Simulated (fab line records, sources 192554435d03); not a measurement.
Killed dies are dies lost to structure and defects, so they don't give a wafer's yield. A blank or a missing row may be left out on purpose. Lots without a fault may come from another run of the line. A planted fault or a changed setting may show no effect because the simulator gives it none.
A struck lot beside a sound one | flow n5_finfet | 14 steps out of a route of 1938
Sound: wafers L960.1, L960.2, L960.4. Struck: wafers L959.4, L959.5, L959.6. The cause comes at the end.
At each step with rows: each side's tool, then ch and its chambers, then its first start. Under that, the readings that differ: sound wafers | struck wafers | difference of the means | sigmas: that difference in standard deviations of wafers without a fault.
alike: readings whose means differ by less than 2 such deviations, and words and numbers that are the same on both sides. not compared: withheld readings, readings that some wafer has no value for, bounds like >300 that may hide the same value, and numbers for which the record gives no deviation and whose values overlap.
The two part at a step that has a row with sigmas, a row that says differs or no value, or rows on one side only. Numbers that don't overlap but have no deviation are shown without sigmas and don't part them. A reading that every wafer of one side lacks parts them only if that side has two wafers or more.

first, 1 step without rows for these wafers: N5_BEOL_M14_PRE_CLEAN_52 (time 15 s).
N5_BEOL_M14_DEP_53: deposits SiCN from 3MS/NH3, target thk 50 nm, time 17.8 s.
  sound on pecvd-01 ch 0,1,2, day 17 00:52; struck on pecvd-04 ch 0,1,2, day 16 19:20
  alike: rf_fwd_power_W, showerhead_plenum_p_Torr, throttle_valve_pct
N5_BEOL_M14_RS_MEAS_54: measures by four-point-probe.
  sound on film_metro-02, day 17 00:55; struck on film_metro-02, day 16 19:23
  alike: M14_RS
N5_BEOL_M14_INSPECT_55: inspects for defects (darkfield).
  sound on defect_inspect-01, day 17 00:57; struck on defect_inspect-01, day 16 19:25
  alike: raw_defect_count
N5_BEOL_M15_ILD_DEP_00: deposits SiO2 from TEOS/O2, target thk 1629.3 nm, time 346.1 s.
  sound on pecvd-01 ch 0,2, day 17 00:59; struck on pecvd-01 ch 0,1,2, day 16 19:33
  alike: heater_power_w, rf_fwd_power_W, showerhead_plenum_p_Torr, throttle_valve_pct
N5_BEOL_M15_THK_MEAS_01:
  sound on film_metro-01, day 17 01:15; struck on film_metro-02, day 16 19:41
  alike: M15_ILD_THK
then, 6 steps without rows for these wafers: N5_BEOL_M15_COAT_58 (time 60 s, resist thk 89 nm); N5_BEOL_M15_COAT_04 (resist thk 800 nm); N5_BEOL_M15_EBR_06; N5_BEOL_M15_SOFTBAKE_05 (time 60 s); N5_BEOL_M15_EXPOSE_07 (exposes mask V14); N5_BEOL_M15_PEB_08 (peb time 90 s).
N5_BEOL_M15_DEVELOP_09: develop time 45 s.
  sound on litho_track-01 ch 0, day 17 01:34; struck on litho_track-04, day 16 20:01
  no value came back on the struck wafers for chill_plate_temp_C (C), develop_time_s (s); on the sound wafers chill_plate_temp_C (C) reads 22.91 22.87 22.91
  reading                                    | sound             | struck          | difference | sigmas
  model.coat_of_BEOL_M15_COAT_04.thk_nm (nm) | 790.4 788.4 786.4 | 800 799.4 798.8 | +11        |
then, 1 step without rows for these wafers: N5_BEOL_M15_HARDBAKE_14 (time 120 s).

WHERE THEY PART
Only at N5_BEOL_M15_DEVELOP_09, within this record.

WHY: what the simulator had put in
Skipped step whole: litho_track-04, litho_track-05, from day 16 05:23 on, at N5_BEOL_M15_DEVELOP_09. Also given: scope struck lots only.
